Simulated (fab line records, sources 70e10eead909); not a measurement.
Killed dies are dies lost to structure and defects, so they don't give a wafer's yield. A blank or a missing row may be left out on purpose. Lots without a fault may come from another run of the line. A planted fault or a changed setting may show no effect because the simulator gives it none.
A struck lot beside a sound one | flow nand_harc | 44 steps out of a route of 1302
Sound: wafers L389.1, L389.4, L389.5. Struck: wafers L400.1, L400.3, L400.4. The cause comes at the end.
At each step with rows: each side's tool, then ch and its chambers, then its first start. Under that, the readings that differ: sound wafers | struck wafers | difference of the means | sigmas: that difference in standard deviations of wafers without a fault.
alike: readings whose means differ by less than 2 such deviations, and words and numbers that are the same on both sides. not compared: withheld readings, readings that some wafer has no value for, bounds like >300 that may hide the same value, and numbers for which the record gives no deviation and whose values overlap.
The two part at a step that has a row with sigmas, a row that says differs or no value, or rows on one side only. Numbers that don't overlap but have no deviation are shown without sigmas and don't part them. A reading that every wafer of one side lacks parts them only if that side has two wafers or more.

first, 1 step without rows for these wafers: NHARC_P_ZERO_WELL_HARDBAKE_53 (time 80 s).
NHARC_P_ZERO_WELL_DESCUM_54: chemistry O2, time 3 s.
  sound on rie_diel-04 ch 1,2,3, day 2 22:04; struck on rie_diel-06 ch 0,2,3, day 7 11:59
  alike: drypump_motor_current_A, mfc_ar_sccm, oes_product_au, rf_vpp_V, showerhead_plenum_p_Torr, throttle_valve_pct
  not compared: rf_hours_counter_h
then, 6 steps without rows for these wafers: NHARC_P_ZERO_WELL_IMPLANT_55; NHARC_P_ZERO_WELL_IMPLANT_61; NHARC_P_ZERO_WELL_STRIP_56 (strips in SPM, time 840 s); NHARC_P_ZERO_WELL_PRECLEAN_68 (cleans in SC1, time 60 s); NHARC_P_ZERO_WELL_SRD_69; NHARC_P_ZERO_WELL_RTA_42 (time 300 s).
NHARC_P_ZERO_WELL_INSPECT_43:
  sound on defect_inspect-02, day 2 23:43; struck on defect_inspect-01, day 7 13:40
  alike: raw_defect_count
then, 3 steps without rows for these wafers: NHARC_P_STI_ETCH_26 (etches SiO2 in dHF, target depth 11 nm); NHARC_P_STI_PRECLEAN_27 (cleans in SC1); NHARC_P_STI_SRD_28.
NHARC_P_STI_OXIDE_29: material SiO2, target thk 10 nm, ox time 1362 s.
  sound on furnace-02 ch 0, day 3 05:41; struck on furnace-03 ch 0, day 7 18:55
  reading                | sound          | struck         | difference | sigmas
  zone_power_top_pct (%) | 32.4 31.8 31.8 | 36.6 36.5 37.6 | +4.9       | +2
then, 10 steps without rows for these wafers: NHARC_P_STI_HM_DEP_30 (deposits Si3N4, target thk 80 nm, time 873 s); NHARC_P_STI_DEHYDRATE_01 (time 120 s); NHARC_P_STI_HMDS_02 (time 30 s); NHARC_P_STI_COAT_41 (time 65 s); NHARC_P_STI_COAT_03 (resist thk 600 nm); NHARC_P_STI_SOFTBAKE_04 (time 70 s); NHARC_P_STI_EBR_05; NHARC_P_STI_EXPOSE_06 (exposes mask P STI, target cd 200 nm); NHARC_P_STI_PEB_07 (peb time 80 s); NHARC_P_STI_DEVELOP_08 (time 50 s).
NHARC_P_STI_CD_MEAS_09: target cd 200 nm.
  sound on cd_sem-01 ch 0, day 3 17:01; struck on cd_sem-03 ch 0, day 8 06:00
  alike: cd_nm
NHARC_P_STI_OVL_MEAS_10:
  sound on overlay-01, day 3 17:07; struck on overlay-01, day 8 06:05
  reading           | sound    | struck   | difference | sigmas
  overlay_y_nm (nm) | 17 17 17 | -2 -3 -2 | -19        | -3
  alike: overlay_x_nm
NHARC_P_STI_INSPECT_11:
  sound on defect_inspect-02, day 3 17:08; struck on defect_inspect-02, day 8 06:08
  alike: raw_defect_count
then, 1 step without rows for these wafers: NHARC_P_STI_HARDBAKE_13 (time 65 s).
NHARC_P_STI_DESCUM_14: chemistry O2, time 3 s.
  sound on rie_diel-09 ch 0,1,2, day 3 17:17; struck on rie_diel-05 ch 1,2,3, day 8 06:16
  reading                     | sound       | struck      | difference | sigmas
  drypump_motor_current_A (A) | 6.0 5.7 6.5 | 5.3 5.5 4.9 | -0.8       | -2
  alike: mfc_ar_sccm, oes_product_au, rf_vpp_V, showerhead_plenum_p_Torr, throttle_valve_pct
  not compared: rf_hours_counter_h
NHARC_P_STI_ETCH_42: etches the open film in N2/H2, target depth 80 nm, overetch 24 nm, time 61 s.
  sound on rie_diel-09 ch 0,1, day 3 17:22; struck on rie_diel-05 ch 0,1,3, day 8 06:22
  alike: drypump_motor_current_A, mfc_ar_sccm, oes_product_au, rf_vpp_V, showerhead_plenum_p_Torr, throttle_valve_pct
  not compared: rf_hours_counter_h
NHARC_P_STI_ETCH_31: etches the open film in CF4/CHF3, target depth 108.9 nm, time 54.5 s.
  sound on rie_diel-09 ch 2,3; struck on rie_diel-05 ch 0,1,2
  reading                     | sound       | struck      | difference | sigmas
  drypump_motor_current_A (A) | 6.3 6.5 6.5 | 5.5 5.3 5.3 | -1.1       | -3
  alike: mfc_ar_sccm, oes_product_au, rf_vpp_V, showerhead_plenum_p_Torr, throttle_valve_pct
  not compared: rf_hours_counter_h
NHARC_P_STI_ETCH_15: etches the open film in HBr/Cl2, target depth 300 nm, time 100.1 s.
  sound on rie_si-01 ch 1,3, day 3 17:34; struck on rie_si-05 ch 1,2,3, day 8 06:32
  alike: drypump_motor_current_A, mfc_cl2_sccm, oes_product_au, throttle_valve_pct
  not compared: rf_hours_counter_h
NHARC_P_STI_CD_MEAS_16:
  sound on cd_sem-02, day 3 17:43; struck on cd_sem-03, day 8 06:42
  alike: cd_nm
NHARC_P_STI_OCD_MEAS_17:
  sound on ocd-02, day 3 17:49; struck on ocd-02, day 8 06:47
  alike: trench_depth_nm, trench_foot_cd_nm
then, 3 steps without rows for these wafers: NHARC_P_STI_STRIP_19 (strips in SPM, time 900 s); NHARC_P_STI_PRECLEAN_32 (cleans in SC1); NHARC_P_STI_SRD_23.
NHARC_P_STI_OCD_MEAS_43:
  sound on ocd-01, day 3 18:20; struck on ocd-01, day 8 07:18
  alike: trench_depth_nm, trench_foot_cd_nm
then, 4 steps without rows for these wafers: NHARC_P_STI_OXIDE_33 (material SiO2, target thk 10 nm, ox time 281 s); NHARC_P_STI_HDPCVD_20 (deposits SiO2); NHARC_P_STI_ANNEAL_34 (time 1800 s); NHARC_P_STI_CMP_21 (polishes, t overpolish 20 s, target thk 380.67 nm).
-- the record jumps here: 4 days lie between the struck wafers' starts before and after (it left off in module P_STI and takes up again in module P_CONTACT, whose first step shown is number 235 of the route) --
NHARC_P_CONTACT_DESCUM_17: chemistry O2, time 3 s.
  sound on rie_diel-08 ch 0,1,3, day 7 02:02; struck on rie_diel-13 ch 0,2,3, day 12 03:49
  reading                    | sound             | struck            | difference | sigmas
  model.P_CONTACT.cd_nm (nm) | 90.43 90.75 90.17 | 87.63 87.74 87.69 | -2.76      |
  alike: drypump_motor_current_A, mfc_ar_sccm, oes_product_au, rf_vpp_V, showerhead_plenum_p_Torr, throttle_valve_pct
  not compared: rf_hours_counter_h
NHARC_P_CONTACT_ETCH_35: etches the open film in CF4, target depth 39 nm, time 65 s.
  sound on rie_diel-08 ch 0,1,2, day 7 02:08; struck on rie_diel-13 ch 0,1,2, day 12 03:55
  reading                    | sound            | struck            | difference | sigmas
  model.P_CONTACT.cd_nm (nm) | 90.58 91.1 90.14 | 88.14 88.22 87.92 | -2.51      |
  alike: drypump_motor_current_A, mfc_ar_sccm, oes_product_au, rf_vpp_V, showerhead_plenum_p_Torr, throttle_valve_pct
  not compared: rf_hours_counter_h
-- the record jumps here: 18 days lie between the struck wafers' starts before and after (it left off in module P_CONTACT and takes up again in module END, whose first step shown is number 1302 of the route) --
NHARC_END_SORT_01:
  the record has rows for the struck wafers here (prober-02 ch 0, day 30 05:17) and none for the sound ones

WHERE THEY PART
First at NHARC_P_STI_OXIDE_29; last, within this record, at NHARC_END_SORT_01.

WHY: what the simulator had put in
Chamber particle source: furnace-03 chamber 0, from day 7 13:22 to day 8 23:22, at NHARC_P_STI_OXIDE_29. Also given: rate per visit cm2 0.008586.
